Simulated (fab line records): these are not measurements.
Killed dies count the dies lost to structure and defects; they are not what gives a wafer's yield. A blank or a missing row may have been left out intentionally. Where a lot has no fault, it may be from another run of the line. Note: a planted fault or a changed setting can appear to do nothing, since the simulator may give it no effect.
Shared-tool check / flow nand-harc / Sample size 12 lots and 36 wafers

## WHY IT WAS OPENED
Flagged at NHARC_P_GATE_CD_MEAS_26: reading cd-nm, on 1 of 12 lots. Wafers without a fault read 119.8 nm, standard deviation 0.67.
Rule: a lot is flagged when every wafer of it that has a number lies more than 4 standard deviations from that mean, or none has a number. The other lots count as sound.

lot=L101; measured=day 4 20:07; on=cd-sem-01; cd-nm (nm), wafer by wafer=119.9 118.6 118.5; flag=
lot=L100; measured=day 4 20:17; on=cd-sem-02; cd-nm (nm), wafer by wafer=119.8 119.2 119.3; flag=
lot=L104; measured=day 5 17:55; on=cd-sem-01; cd-nm (nm), wafer by wafer=113.5 115.3 114.9; flag=FLAGGED
lot=L115; measured=day 8 02:34; on=cd-sem-03; cd-nm (nm), wafer by wafer=119.8 119.5 120.3; flag=
lot=L116; measured=day 8 15:45; on=cd-sem-02; cd-nm (nm), wafer by wafer=120.2 119.2 119.3; flag=
lot=L117; measured=day 8 21:54; on=cd-sem-02; cd-nm (nm), wafer by wafer=120.3 118.8 119.4; flag=
lot=L118; measured=day 9 08:14; on=cd-sem-02; cd-nm (nm), wafer by wafer=119.5 119.5 119.8; flag=
lot=L120; measured=day 9 08:53; on=cd-sem-03; cd-nm (nm), wafer by wafer=119.8 119.8 120.0; flag=
lot=L119; measured=day 9 09:37; on=cd-sem-01; cd-nm (nm), wafer by wafer=120.1 120.2 119.5; flag=
lot=L121; measured=day 10 00:11; on=cd-sem-02; cd-nm (nm), wafer by wafer=119.8 120.3 120.3; flag=
lot=L122; measured=day 10 00:45; on=cd-sem-03; cd-nm (nm), wafer by wafer=119.0 119.4 119.3; flag=
lot=L123; measured=day 10 13:37; on=cd-sem-01; cd-nm (nm), wafer by wafer=120.0 120.1 120.5; flag=
The numbers of the flagged lots are 114.6 nm on average: -5.2 nm against the usual, or -8 standard deviations.

## TOOL THAT RAN EACH LOT
The record holds 2 process steps before the reading, out of a route of 1159 steps. Every cell lists first the tool, next ch and the chambers used by the sampled wafers, and last the start.
lot=L101; flag=; NHARC_P_ZERO_WELL_ETCH_62=rie-diel-07 ch 0,2,3, day 1 22:11 or earlier; NHARC_P_GATE_EXPOSE_23=arfi-scanner-02 ch 0, day 4 19:58
lot=L100; flag=; NHARC_P_ZERO_WELL_ETCH_62=rie-diel-05 ch 0,2, day 1 16:02 or earlier; NHARC_P_GATE_EXPOSE_23=arfi-scanner-01 ch 0, day 4 20:09
lot=L104; flag=FLAGGED; NHARC_P_ZERO_WELL_ETCH_62=rie-diel-05 ch 2,3, day 2 16:23 or earlier; NHARC_P_GATE_EXPOSE_23=arfi-scanner-02 ch 0, day 5 17:46
lot=L115; flag=; NHARC_P_ZERO_WELL_ETCH_62=rie-diel-11 ch 2,3, day 5 10:03 or earlier; NHARC_P_GATE_EXPOSE_23=arfi-scanner-01 ch 0, day 8 02:26
lot=L116; flag=; NHARC_P_ZERO_WELL_ETCH_62=rie-diel-11 ch 0,2, day 5 16:21 or earlier; NHARC_P_GATE_EXPOSE_23=arfi-scanner-01 ch 0, day 8 15:37
lot=L117; flag=; NHARC_P_ZERO_WELL_ETCH_62=rie-diel-11 ch 0,1,2, day 5 22:08 or earlier; NHARC_P_GATE_EXPOSE_23=arfi-scanner-02 ch 0, day 8 21:46
lot=L118; flag=; NHARC_P_ZERO_WELL_ETCH_62=rie-diel-05 ch 0,1,2, day 6 04:08 or earlier; NHARC_P_GATE_EXPOSE_23=arfi-scanner-01 ch 0, day 9 08:07
lot=L120; flag=; NHARC_P_ZERO_WELL_ETCH_62=rie-diel-05 ch 1,2,3, day 6 16:14 or earlier; NHARC_P_GATE_EXPOSE_23=arfi-scanner-02 ch 0, day 9 08:44
lot=L119; flag=; NHARC_P_ZERO_WELL_ETCH_62=rie-diel-11 ch 0,2,3, day 6 09:58 or earlier; NHARC_P_GATE_EXPOSE_23=arfi-scanner-01 ch 0, day 9 09:29
lot=L121; flag=; NHARC_P_ZERO_WELL_ETCH_62=rie-diel-11 ch 0,1, day 6 22:07 or earlier; NHARC_P_GATE_EXPOSE_23=arfi-scanner-01 ch 0, day 10 00:03
lot=L122; flag=; NHARC_P_ZERO_WELL_ETCH_62=rie-diel-07 ch 1,2,3, day 7 03:59 or earlier; NHARC_P_GATE_EXPOSE_23=arfi-scanner-01 ch 0, day 10 00:37
lot=L123; flag=; NHARC_P_ZERO_WELL_ETCH_62=rie-diel-05 ch 0,3, day 7 10:07 or earlier; NHARC_P_GATE_EXPOSE_23=arfi-scanner-02 ch 0, day 10 13:29
What the steps here do:
- NHARC_P_ZERO_WELL_ETCH_62: etches the open film in CHF3/Ar, target depth 13 nm, time 6.5 s.
- NHARC_P_GATE_EXPOSE_23: exposes mask P GATE, target cd 120 nm.
- NHARC_P_GATE_CD_MEAS_26: target cd 120 nm.

## FLAGGED AGAINST TOTAL, ONE TOOL AT A TIME (gauges that did the reading follow at the end)
step=NHARC_P_ZERO_WELL_ETCH_62; tool=rie-diel-05; lots run=5; flagged=1; share of the flagged lots=all; sound lots run after its first flagged lot=3 (L118,L120,L123)
step=NHARC_P_ZERO_WELL_ETCH_62; tool=rie-diel-07; lots run=2; flagged=0; share of the flagged lots=none; sound lots run after its first flagged lot=-
step=NHARC_P_ZERO_WELL_ETCH_62; tool=rie-diel-11; lots run=5; flagged=0; share of the flagged lots=none; sound lots run after its first flagged lot=-
step=NHARC_P_GATE_EXPOSE_23; tool=arfi-scanner-01; lots run=7; flagged=0; share of the flagged lots=none; sound lots run after its first flagged lot=-
step=NHARC_P_GATE_EXPOSE_23; tool=arfi-scanner-02; lots run=5; flagged=1; share of the flagged lots=all; sound lots run after its first flagged lot=3 (L117,L120,L123)
step=NHARC_P_GATE_CD_MEAS_26; tool=cd-sem-01; lots run=4; flagged=1; share of the flagged lots=all; sound lots run after its first flagged lot=2 (L119,L123)
step=NHARC_P_GATE_CD_MEAS_26; tool=cd-sem-02; lots run=5; flagged=0; share of the flagged lots=none; sound lots run after its first flagged lot=-
step=NHARC_P_GATE_CD_MEAS_26; tool=cd-sem-03; lots run=3; flagged=0; share of the flagged lots=none; sound lots run after its first flagged lot=-
NHARC_P_ZERO_WELL_ETCH_62: start missing for some lots; hours and lot order therefore follow NHARC_P_ZERO_WELL_CD_MEAS_37.

## WHAT THE TABLE ALLOWS
Rows of the table that ran every flagged lot, 3 in all: rie-diel-05 at NHARC_P_ZERO_WELL_ETCH_62, arfi-scanner-02 at NHARC_P_GATE_EXPOSE_23, cd-sem-01 at NHARC_P_GATE_CD_MEAS_26.
- rie-diel-05 at NHARC_P_ZERO_WELL_ETCH_62 ran 5 lots, 1 of them flagged. Sound lots followed the first flagged one (L118, L120, L123) on it, something a lasting fault affecting the whole tool could not allow.
- arfi-scanner-02 at NHARC_P_GATE_EXPOSE_23 ran 5 lots, 1 of them flagged. Sound lots followed the first flagged one (L117, L120, L123) on it, something a lasting fault affecting the whole tool could not allow.
- cd-sem-01 at NHARC_P_GATE_CD_MEAS_26 ran 4 lots, 1 of them flagged. Sound lots followed the first flagged one (L119, L123) on it, something a lasting fault affecting the whole tool could not allow.
Not one row of the table ran every flagged lot while running no sound lot after the first.

## WHAT THE SIMULATOR HAD PUT IN
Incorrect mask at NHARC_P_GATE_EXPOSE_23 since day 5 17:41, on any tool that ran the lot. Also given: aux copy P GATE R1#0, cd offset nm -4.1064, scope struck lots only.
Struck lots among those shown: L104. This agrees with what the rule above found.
